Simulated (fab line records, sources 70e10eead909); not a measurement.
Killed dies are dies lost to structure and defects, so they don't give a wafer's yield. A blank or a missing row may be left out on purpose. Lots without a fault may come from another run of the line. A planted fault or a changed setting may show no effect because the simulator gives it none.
Which tool did it? | flow nand_harc | 12 lots, 36 wafers sampled, at 6 steps of a route of 1159

WHAT THE GAUGES READ, wafer by wafer
NHARC_P_BONDPAD_THK_MEAS_20: measures by xrf. Usual: thk_nm 161.0 nm, standard deviation 1.3.
lot  | measured     | on            | thk_nm (nm)       | flag
L657 | day 6 20:45  | film_metro-02 | 161.2 163.0 159.3 |
L660 | day 6 23:56  | film_metro-02 | 160.5 161.2 161.8 |
L661 | day 7 10:15  | film_metro-01 | 160.5 161.1 155.9 |
L664 | day 8 09:40  | film_metro-02 | 159.7 161.7 160.6 |
L666 | day 8 19:11  | film_metro-02 | 161.4 160.3 160.5 |
L668 | day 9 15:24  | film_metro-01 | 159.7 160.1 160.2 |
L672 | day 9 17:09  | film_metro-02 | 158.4 159.9 161.0 |
L674 | day 10 17:52 | film_metro-02 | 162.2 161.2 160.3 |
L676 | day 11 04:34 | film_metro-01 | 159.7 163.9 163.6 |
L677 | day 11 06:13 | film_metro-01 | 161.3 161.4 162.6 |
L678 | day 11 17:11 | film_metro-02 | 160.7 160.3 160.0 |
L680 | day 12 05:05 | film_metro-01 | 162.5 160.9 162.1 |

NHARC_A_SOURCE_PLATE_THK_MEAS_06: measures by ellipsometry. Usual: thk_nm 199.8 nm, standard deviation 1.5.
lot  | measured     | on            | thk_nm (nm)       | flag
L657 | day 7 22:25  | film_metro-01 | 201.4 201.4 199.5 |
L660 | day 7 22:25  | film_metro-01 | 199.3 201.5 199.9 |
L661 | day 8 10:22  | film_metro-02 | 201.0 199.2 198.1 |
L664 | day 9 08:41  | film_metro-02 | 198.8 196.6 198.7 |
L666 | day 9 18:53  | film_metro-02 | 198.5 200.9 200.3 |
L668 | day 10 18:01 | film_metro-02 | 198.7 197.3 199.2 |
L672 | day 10 18:01 | film_metro-02 | 200.2 200.2 201.6 |
L674 | day 11 17:17 | film_metro-01 | 200.7 200.2 203.6 |
L676 | day 12 02:02 | film_metro-02 | 202.0 200.8 200.6 |
L677 | day 12 02:03 | film_metro-01 | 198.4 200.2 201.4 |
L678 | day 12 18:57 | film_metro-01 | 198.2 200.6 198.5 |
L680 | day 13 06:01 | film_metro-01 | 198.7 198.7 199.9 |

NHARC_A_ONON_D1_THK_MEAS_05: measures by ellipsometry. Usual: thk_nm 1001 nm, standard deviation 8.4.
lot  | measured     | on            | thk_nm (nm)             | flag
L657 | day 7 23:37  | film_metro-02 | 1006 1007 1007          |
L660 | day 7 23:41  | film_metro-02 | 994 992 992             |
L661 | day 8 11:43  | film_metro-02 | 984 982 983             |
L664 | day 9 09:54  | film_metro-02 | 1000 1001 1001          |
L666 | day 9 20:05  | film_metro-01 | 622 623 622 621 622 623 | OFF
L668 | day 10 19:22 | film_metro-02 | 626 625 626 625 624 625 | OFF
L672 | day 10 19:14 | film_metro-01 | 996 996 995             |
L674 | day 11 18:31 | film_metro-02 | 1001 1002 1003          |
L676 | day 12 03:16 | film_metro-01 | 1015 1016 1015          |
L677 | day 12 03:17 | film_metro-02 | 1010 1009 1009          |
L678 | day 12 20:10 | film_metro-02 | 1004 1003 1005          |
L680 | day 13 07:13 | film_metro-01 | 1001 1001 1000          |

NHARC_END_SORT_01. Usual: defect_limited_yield 95.7 %, standard deviation 1.4; killed_at_array 25, standard deviation 9.2; killed_at_other 0.9, standard deviation 1.3; killed_at_periphery 3.3, standard deviation 2.3; killed_dies 29, standard deviation 9.6; killed_open 3.2, standard deviation 1.8; killed_short 2, standard deviation 1.4; sort_bin_2_pct 1.3 %, standard deviation 0.65; sort_bin_3_pct 0.25 %, standard deviation 0.21; sort_bin_4_pct 2.8 %, standard deviation 0.9; sort_n_pass 648, standard deviation 9.6; sort_rim_yield_pct 94 %, standard deviation 3; sort_yield_pct 95.7 %, standard deviation 1.4.
lot  | measured     | on        | defect_limited_yield (%) | killed_at_array | killed_at_other | killed_at_periphery | killed_dies | killed_open | killed_short | sort_bin_2_pct (%) | sort_bin_3_pct (%) | sort_bin_4_pct (%) | sort_n_pass | sort_rim_yield_pct (%) | sort_yield_pct (%) | flag
L657 | day 19 03:37 | prober-02 | 96.8 96.0 96.9           | 19 17 12        | 0 3 0           | 3 7 9               | 22 27 21    | 0 2 1       | 5 3 1        | 0.9 1.5 0.9        | 0.15 0.15 0.30     | 2.2 2.4 1.9        | 655 650 656 | 98 95 97               | 96.8 96.0 96.9     |
L660 | day 19 23:46 | prober-02 | 96.9 97.6 96.6           | 18 15 18        | 0 0 0           | 3 1 5               | 21 16 23    | 1 0 3       | 2 0 3        | 1.0 0.6 1.2        | 0.15 0 0.30        | 1.9 1.8 1.9        | 656 661 654 | 94 96 97               | 96.9 97.6 96.6     |
L661 | day 19 19:08 | prober-01 | 95.6 96.0 95.1           | 22 25 27        | 3 1 1           | 5 1 5               | 30 27 33    | 2 1 6       | 5 2 4        | 1.3 1.3 1.6        | 0.59 0 0           | 2.5 2.7 3.2        | 647 650 644 | 92 92 90               | 95.6 96.0 95.1     |
L664 | day 20 15:04 | prober-02 | 95.0 94.4 94.4           | 33 38 37        | 0 0 0           | 1 0 1               | 34 38 38    | 4 3 6       | 1 1 1        | 2.2 1.3 1.9        | 0.30 0.44 0.59     | 2.5 3.8 3.1        | 643 639 639 | 92 92 87               | 95.0 94.4 94.4     |
L672 | day 23 03:07 | prober-01 | 97.0 97.8 96.9           | 12 10 13        | 4 1 4           | 4 4 4               | 20 15 21    | 9 2 4       | 1 2 2        | 1.3 0.7 0.4        | 0.15 0 0           | 1.5 1.5 2.7        | 657 662 656 | 97 97 98               | 97.0 97.8 96.9     |
L674 | day 24 08:14 | prober-02 | 95.9 96.8 96.3           | 19 14 21        | 3 2 0           | 6 6 4               | 28 22 25    | 5 4 4       | 2 6 5        | 1.0 1.3 1.3        | 0 0.15 0.15        | 3.1 1.8 2.2        | 649 655 652 | 93 98 96               | 95.9 96.8 96.3     |
L676 | day 24 08:17 | prober-01 | 98.1 97.8 97.2           | 12 12 14        | 0 0 2           | 1 3 3               | 13 15 19    | 2 6 3       | 2 2 4        | 0.9 0.3 0.7        | 0.44 0.15 0.30     | 0.6 1.8 1.8        | 664 662 658 | 97 95 95               | 98.1 97.8 97.2     |
L677 | day 24 00:30 | prober-02 | 95.6 96.0 95.6           | 30 25 27        | 0 1 1           | 0 1 2               | 30 27 30    | 2 4 2       | 0 4 4        | 0.6 1.2 1.2        | 0.44 0.30 0.59     | 3.4 2.5 2.7        | 647 650 647 | 89 92 94               | 95.6 96.0 95.6     |
L678 | day 24 23:00 | prober-02 | 93.5 92.6 93.8           | 39 43 38        | 0 1 1           | 5 6 3               | 44 50 42    | 2 4 1       | 1 1 0        | 2.4 3.1 1.3        | 0.59 0.15 0.30     | 3.5 4.1 4.6        | 633 627 635 | 85 91 92               | 93.5 92.6 93.8     |
L680 | day 25 14:29 | prober-02 | 96.5 96.8 96.6           | 23 20 19        | 0 0 1           | 1 2 3               | 24 22 23    | 0 2 3       | 3 4 0        | 1.3 1.5 0.7        | 0.15 0.30 0.15     | 2.1 1.5 2.5        | 653 655 654 | 94 96 92               | 96.5 96.8 96.6     |

WHICH TOOL RAN EACH LOT (tool, then ch and the chambers of the sampled wafers, then the start)
lot  | NHARC_A_ZERO_WELL_DESCUM_12        | NHARC_A_ONON_D1_DEP_03
L657 | rie_diel-11 ch 1,2,3, day 6 22:34  | pecvd_onon-03 ch 0, day 7 23:07
L660 | rie_diel-11 ch 0,3, day 7 01:31    | pecvd_onon-01 ch 0, day 7 23:10
L661 | rie_diel-04 ch 0,1,3, day 7 11:58  | pecvd_onon-01 ch 0, day 8 11:12
L664 | rie_diel-11 ch 0,1,3, day 8 11:13  | pecvd_onon-03 ch 0, day 9 09:27
L666 | rie_diel-11 ch 1,2,3, day 8 20:52  | pecvd_onon-03 ch 0, day 9 19:34
L668 | rie_diel-11 ch 0,1,3, day 9 17:07  | pecvd_onon-03 ch 0, day 10 18:52
L672 | rie_diel-07 ch 1,2, day 9 18:51    | pecvd_onon-04 ch 0, day 10 18:50
L674 | rie_diel-11 ch 0,2,3, day 10 19:35 | pecvd_onon-01 ch 0, day 11 18:04
L676 | rie_diel-04 ch 0,3, day 11 06:07   | pecvd_onon-04 ch 0, day 12 02:49
L677 | rie_diel-07 ch 0,3, day 11 07:53   | pecvd_onon-01 ch 0, day 12 02:50
L678 | rie_diel-04 ch 0,1,3, day 11 18:53 | pecvd_onon-04 ch 0, day 12 19:39
L680 | rie_diel-07 ch 1,2, day 12 06:46   | pecvd_onon-01 ch 0, day 13 06:42
- NHARC_A_ZERO_WELL_DESCUM_12: chemistry O2, time 3 s.
- NHARC_A_ONON_D1_DEP_03: target thk 1000 nm.

WHAT THE TOOLS THEMSELVES READ (means of the sampled wafers that have a number; where no wafer has one, the mark that the record gives instead)
NHARC_A_ZERO_WELL_DESCUM_12. Usual: drypump_motor_current_A 5.8 A, standard deviation 0.37; oes_product_au 0.999 a.u., standard deviation 0.0082; rf_vpp_V 57.7 V, standard deviation 0.92; showerhead_plenum_p_Torr 1.91 Torr, standard deviation 0.093; throttle_valve_pct 11.311 %, standard deviation 0.0091.
lot  | tool        | drypump_motor_current_A (A) | oes_product_au (a.u.) | rf_vpp_V (V) | showerhead_plenum_p_Torr (Torr) | throttle_valve_pct (%) | flag
L657 | rie_diel-11 | 6.1                         | 0.995                 | 58.5         | 1.89                            | 11.312                 |
L660 | rie_diel-11 | 5.6                         | 0.992                 | 58.6         | 1.95                            | 11.315                 |
L661 | rie_diel-04 | 5.7                         | 1.004                 | 57.5         | 1.90                            | 11.311                 |
L664 | rie_diel-11 | 5.9                         | 0.995                 | 57.7         | 1.90                            | 11.317                 |
L666 | rie_diel-11 | 6.1                         | 1.009                 | 57.5         | 1.89                            | 11.295                 |
L668 | rie_diel-11 | 5.9                         | 0.996                 | 57.6         | 1.90                            | 11.308                 |
L672 | rie_diel-07 | 5.3                         | 1.000                 | 58.2         | 1.99                            | 11.318                 |
L674 | rie_diel-11 | 5.8                         | 1.000                 | 58.1         | 1.94                            | 11.302                 |
L676 | rie_diel-04 | 5.8                         | 0.997                 | 57.6         | 1.83                            | 11.306                 |
L677 | rie_diel-07 | 5.9                         | 1.004                 | 57.1         | 1.95                            | 11.311                 |
L678 | rie_diel-04 | 5.6                         | 0.997                 | 58.1         | 1.90                            | 11.312                 |
L680 | rie_diel-07 | 5.3                         | 0.987                 | 58.5         | 1.99                            | 11.301                 |

NHARC_A_ONON_D1_DEP_03. Usual: susceptor_temp_C 400.00 C, standard deviation 0.21.
lot  | tool          | susceptor_temp_C (C) | flag
L657 | pecvd_onon-03 | 399.90               |
L660 | pecvd_onon-01 | 399.85               |
L661 | pecvd_onon-01 | 399.92               |
L664 | pecvd_onon-03 | 399.90               |
L666 | pecvd_onon-03 | 399.85               |
L668 | pecvd_onon-03 | 399.94               |
L672 | pecvd_onon-04 | 400.18               |
L674 | pecvd_onon-01 | 400.11               |
L676 | pecvd_onon-04 | 399.99               |
L677 | pecvd_onon-01 | 400.38               |
L678 | pecvd_onon-04 | 400.00               |
L680 | pecvd_onon-01 | 400.03               |

THE ANSWER, worked out from the rows above alone
Rule: a lot is off if the mean of its wafers that have a number lies more than 3 standard deviations from the usual mean. A lot without any number at a reading at which 4 lots or more have one is off too. The other lots that the step has rows for count as sound. The gauges are gone through in route order, then the tools' own readings, and for those a lot's mean is taken as printed above. The first step at which some lot is off is used, and at that step the reading that is off furthest; a lot without a number counts as furthest.
Off: L666, L668, at NHARC_A_ONON_D1_THK_MEAS_05 (thk_nm).
A tool fits if, at a process step before that reading, it ran every lot that is off, and no sound lot after the first of them. The gauges at NHARC_A_ONON_D1_THK_MEAS_05 are tried like those tools. One fits: pecvd_onon-03 at NHARC_A_ONON_D1_DEP_03. Its last sound lot is L664 (day 9 09:27), its first lot that is off L666 (day 9 19:34): a fault that began between those two fits.

WHAT THE SIMULATOR HAD PUT IN
Process parameter drift: pecvd_onon-03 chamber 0, from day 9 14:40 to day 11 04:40, at NHARC_A_ONON_D1_DEP_03. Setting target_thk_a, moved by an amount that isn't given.
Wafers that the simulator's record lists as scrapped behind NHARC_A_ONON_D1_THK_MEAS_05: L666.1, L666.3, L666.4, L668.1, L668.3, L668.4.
Lots struck among those shown: L666, L668. The rule above found the same.
